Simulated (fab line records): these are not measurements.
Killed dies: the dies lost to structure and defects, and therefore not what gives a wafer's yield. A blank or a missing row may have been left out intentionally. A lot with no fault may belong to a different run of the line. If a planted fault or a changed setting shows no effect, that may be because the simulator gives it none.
Chamber matching -- flow n5-finfet -- rie-diel-01 running N5_BEOL_M14_ETCH_67: 4 sister chambers
The step etches SiARC in CF4, target depth 143 nm, time 238.3 s. 18 wafers are shown with their chamber, then 9 later ones without.

## WAFERS WITH THEIR CHAMBER
wafer,chamber,drypump-motor-current-A (A),showerhead-plenum-p-Torr (Torr),oes-product-au (a.u.)
L078.1,2,5.4,2.26,0.73
L078.4,1,5.1,2.26,0.70
L078.6,3,6.3,2.09,0.71
L077.1,3,6.3,2.09,0.70
L077.4,2,5.3,2.26,0.71
L077.5,0,5.8,2.14,0.65
L082.1,0,5.8,2.14,0.64
L082.5,3,6.3,2.08,0.70
L082.6,2,5.3,2.25,0.71
L084.2,2,5.3,2.25,0.70
L084.3,3,6.3,2.08,0.69
L084.5,1,5.1,2.25,0.69
L086.1,0,5.8,2.14,0.65
L086.4,2,5.3,2.25,0.70
L086.5,3,6.3,2.08,0.70
L089.3,1,5.1,2.25,0.69
L089.4,3,6.3,2.08,0.69
L089.6,0,5.8,2.14,0.64

SIGNATURES (means of the wafers above)
reading,chamber 0,chamber 1,chamber 2,chamber 3,scatter within a chamber
drypump-motor-current-A,5.800,5.100,5.320,6.300,0.0239
showerhead-plenum-p-Torr,2.1400,2.2533,2.2540,2.0833,0.00478
oes-product-au,0.6450,0.6933,0.7100,0.6983,0.00866
Rule: distance of a wafer from a chamber = root of the sum over the readings of ((wafer's reading minus chamber's mean) / reading's scatter) squared. The wafer belongs to the nearest chamber; if the next one is less than 2 further off, it can't be placed. The scatter is the square root of a quotient: the sum, over the shown wafers, of each reading's squared deviation from its chamber's mean, divided by wafers minus chambers.

## WAFERS WITH NO CHAMBER GIVEN
wafer,drypump-motor-current-A (A),showerhead-plenum-p-Torr (Torr),oes-product-au (a.u.)
L087.4,6.3,2.08,0.70
L087.5,5.1,2.25,0.70
L087.6,5.4,2.25,0.71
L092.2,6.3,2.08,0.68
L092.4,5.7,2.13,0.64
L092.5,5.7,2.13,0.63
L096.2,5.7,2.13,0.62
L096.4,5.1,2.24,0.67
L096.6,6.3,2.07,0.67

## EACH ONE'S CHAMBER
wafer,from the rows above,in truth
L087.4,3,3
L087.5,1,1
L087.6,2,2
L092.2,3,3
L092.4,0,0
L092.5,0,0
L096.2,0,0
L096.4,1,1
L096.6,3,3
Correct placement for 9 of the 9. Left unplaced by these rows: 0. Wrongly placed: 0.
